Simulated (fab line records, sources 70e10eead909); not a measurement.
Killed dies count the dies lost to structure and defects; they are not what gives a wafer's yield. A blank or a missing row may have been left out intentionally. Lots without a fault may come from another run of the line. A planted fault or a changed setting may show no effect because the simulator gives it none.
The same fault as seen by 2 desks / flow nand-harc / each desk holds nothing but its own numbers, with what lay behind them at the end

== THE METROLOGY DESK ==
Lot by lot, what the gauges showed, no matter which tool ran the lot: averages of those sampled wafers that carry a number. The brackets show how far a lot's mean lies from the usual mean; more than 4 standard deviations puts the lot out of limits, marked OUT.
Columns: A = cd-nm at NHARC_THIN_TSV_CD_MEAS_37, usual 5000.1 nm
lot=L585; first seen here=day 25 04:48; A=5002.2
lot=L586; first seen here=day 25 05:47; A=5002.9
lot=L593; first seen here=day 27 14:32; A=5000.1
lot=L592; first seen here=day 27 15:52; A=5004.0
lot=L597; first seen here=day 28 16:58; A=5000.0
lot=L595; first seen here=day 28 18:02; A=4998.6
lot=L598; first seen here=day 29 16:46; A=4998.8
lot=L601; first seen here=day 31 08:14; A=4999.8
lot=L605; first seen here=day 31 20:02; A=5001.6
lot=L603; first seen here=day 31 23:05; A=4997.1
This desk's finding: nothing out of limits on any of the 10 lots.

== THE TOOL OWNER'S DESK: wet-bench-01 ==
The tool's own readings at NHARC_P_GATE_PRECLEAN_71 (cleans in SC1): means of the sampled wafers that have a number, for each lot that ran on this tool. The brackets show how far a lot's mean lies from the usual mean; more than 4 standard deviations puts the lot out of limits, marked OUT.
Columns: A = sc1-h2o2-end-mol-l at NHARC_P_GATE_PRECLEAN_71, usual 0.3698
lot=L586; first seen here=day 4 23:07; A=0.3701
lot=L592; first seen here=day 7 06:08; A=0.3701
lot=L593; first seen here=day 7 20:29; A=0.3693
lot=L595; first seen here=day 8 11:46; A=0.3703
This desk's finding: nothing out of limits on any of the 4 lots.

== PUT TOGETHER ==
The metrology desk saw nothing out of limits.
The tool owner's desk saw nothing out of limits.

== WHAT HAD BEEN PUT IN BY THE SIMULATOR ==
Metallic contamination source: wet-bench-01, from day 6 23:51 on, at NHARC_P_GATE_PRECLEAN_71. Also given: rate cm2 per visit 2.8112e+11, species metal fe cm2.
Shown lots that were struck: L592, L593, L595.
